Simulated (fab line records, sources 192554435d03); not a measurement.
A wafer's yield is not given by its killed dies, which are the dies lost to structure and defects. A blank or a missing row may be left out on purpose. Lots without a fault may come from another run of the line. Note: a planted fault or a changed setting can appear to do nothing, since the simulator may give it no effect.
Split-lot experiment + flow n5 finfet + 7 lots, 21 wafers read, on a route of 1938 steps

THE SPLIT ITSELF
At N5_BEOL_M4_COAT_67 (time 60 s, resist thk 60 nm), the setting spin rpm was moved away from the recipe's 1500 rpm on 7 of the 21 wafers read, by -9.1% to +5.9%. The other wafers ran this setting at the recipe's value.

FROM THE SPLIT TO THE READING: what the file shows between them, 6 steps
- N5_BEOL_M4_EXPOSE_25: exposes mask V3, defocus 5 nm (also split here: dose mj)
- N5_BEOL_M4_PEB_26: peb time 60 s
- N5_BEOL_M4_DEVELOP_27: develop time 30 s
- N5_BEOL_M4_CD_MEAS_28: target cd 26.2 nm, target cd y 24.1 nm
- N5_BEOL_M4_ALD_98: deposits SiO2, target thk 2.5 nm, pulse time 1 s, co reactant pulse time 1 s
- N5_BEOL_M4_ETCHBACK_99: etches SiO2 in CHF3, target depth 5 nm, time 10.4 s

THE READING
etch.depth nm (the simulator's own value, which no gauge read), in nm, at N5_BEOL_M4_ETCH_70 (etches SOC in N2/H2, target depth 80 nm, overetch 24 nm, time 130 s). There is no usual value for it anywhere in the file. Here, 14 wafers ran the recipe; their average is 60.02 nm with a standard deviation of 0.17 nm.

| wafer  | tool, chamber at the split | spin rpm as run, rpm | against the recipe | etch.depth nm, nm | against lot-mates on the recipe |
|--------|----------------------------|----------------------|--------------------|-------------------|---------------------------------|
| L078.1 | litho track-04, 0          | 1394                 | -7.1%              | 62.42             | +2.26                           |
| L078.4 | litho track-04, 0          | 1394                 | -7.1%              | 62.4              | +2.24                           |
| L078.5 | litho track-04, 0          | 1500                 | recipe             | 60.16             | -                               |
| L085.2 | litho track-04, 0          | 1500                 | recipe             | 60.06             | -                               |
| L085.4 | litho track-04, 0          | 1500                 | recipe             | 60.09             | -                               |
| L085.6 | litho track-04, 0          | 1500                 | recipe             | 60.18             | -                               |
| L086.1 | litho track-04, 0          | 1364                 | -9.1%              | 63.11             | +3.13                           |
| L086.3 | litho track-04, 0          | 1500                 | recipe             | 59.98             | -                               |
| L086.6 | litho track-04, 0          | 1364                 | -9.1%              | 63.09             | +3.11                           |
| L087.2 | litho track-01, 0          | 1500                 | recipe             | 59.77             | -                               |
| L087.3 | litho track-01, 0          | 1500                 | recipe             | 59.74             | -                               |
| L087.6 | litho track-01, 0          | 1500                 | recipe             | 59.68             | -                               |
| L091.2 | litho track-04, 0          | 1500                 | recipe             | 60.24             | -                               |
| L091.3 | litho track-04, 0          | 1500                 | recipe             | 60.03             | -                               |
| L091.4 | litho track-04, 0          | 1500                 | recipe             | 60.13             | -                               |
| L095.1 | litho track-01, 0          | 1500                 | recipe             | 59.98             | -                               |
| L095.2 | litho track-01, 0          | 1589                 | +5.9%              | 58.33             | -1.65                           |
| L095.3 | litho track-01, 0          | 1589                 | +5.9%              | 58.51             | -1.47                           |
| L097.1 | litho track-01, 0          | 1500                 | recipe             | 60.07             | -                               |
| L097.2 | litho track-01, 0          | 1386                 | -7.6%              | 62.51             | +2.38                           |
| L097.4 | litho track-01, 0          | 1500                 | recipe             | 60.19             | -                               |

FIT RESULTS
A straight line over all 21 wafers: etch.depth nm changes by -0.321 nm for each +1% of spin rpm; r = -0.99; the points scatter about the line by 0.18 nm.
The same after taking each lot's own level away (the mean of its wafers on the recipe; 21 wafers): -0.314 nm for each +1%; r = -1.00; scatter 0.13 nm.
Per that fit: largest spin rpm move, reading shift of 2.9 nm.
The span of the lots' own levels, 59.730 to 60.160 nm, comes to 2.5 times the standard deviation stated above.
So the lot-to-lot level changes the slope little: the two slopes agree.
Check: with one of the wafers moved furthest among these (-9.1%) left out of the fit, the line predicts +2.85 nm for it against its lot-mates. Against them it came out at +3.13 nm.

OTHER SPLITS ON THESE WAFERS
These wafers also went through other splits before the reading. Each is held against what the fit with the lots' levels taken away leaves over:
| other split on the same wafers        | wafers away from the commonest value | r with etch.depth nm (lot level and that fit taken away) |
|---------------------------------------|--------------------------------------|----------------------------------------------------------|
| N5_BEOL_M0_SAQP_SPACER1_ALD_98 temp c | 4                                    | -0.07                                                    |
| N5_BEOL_M0_ETCH_128 source w          | 9                                    | -0.15                                                    |
| N5_BEOL_M2_DESCUM_33 time s           | 7                                    | +0.09                                                    |
| N5_BEOL_M2_ETCHBACK_99 time s         | 8                                    | -0.15                                                    |
| N5_BEOL_M3_COAT_05 spin rpm           | 4                                    | +0.08                                                    |
| N5_BEOL_M3_DESCUM_33 time s           | 7                                    | -0.11                                                    |
| N5_BEOL_M4_EXPOSE_25 dose mj          | 7                                    | +0.04                                                    |

THE WHOLE CHAIN: every reading that the file lists as answering this split, in the file's order
| step               | what it does                                                        | reading                                                                        | change (the file's fit)               | r (the file's) |
|--------------------|---------------------------------------------------------------------|--------------------------------------------------------------------------------|---------------------------------------|----------------|
| N5_BEOL_M4_COAT_67 | time 60 s, resist thk 60 nm                                         | SOC_of_BEOL_M4_COAT_67.thk nm (the simulator's own value, which no gauge read) | -0.318 nm for each +1% of the setting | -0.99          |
| N5_BEOL_M4_ETCH_70 | etches SOC in N2/H2, target depth 80 nm, overetch 24 nm, time 130 s | etch.depth nm (the simulator's own value, which no gauge read)                 | -0.318 nm for each +1% of the setting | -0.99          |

THE FILE'S OWN FIT
etch.depth nm changes by -0.318 nm for each +1% of spin rpm, r = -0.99.
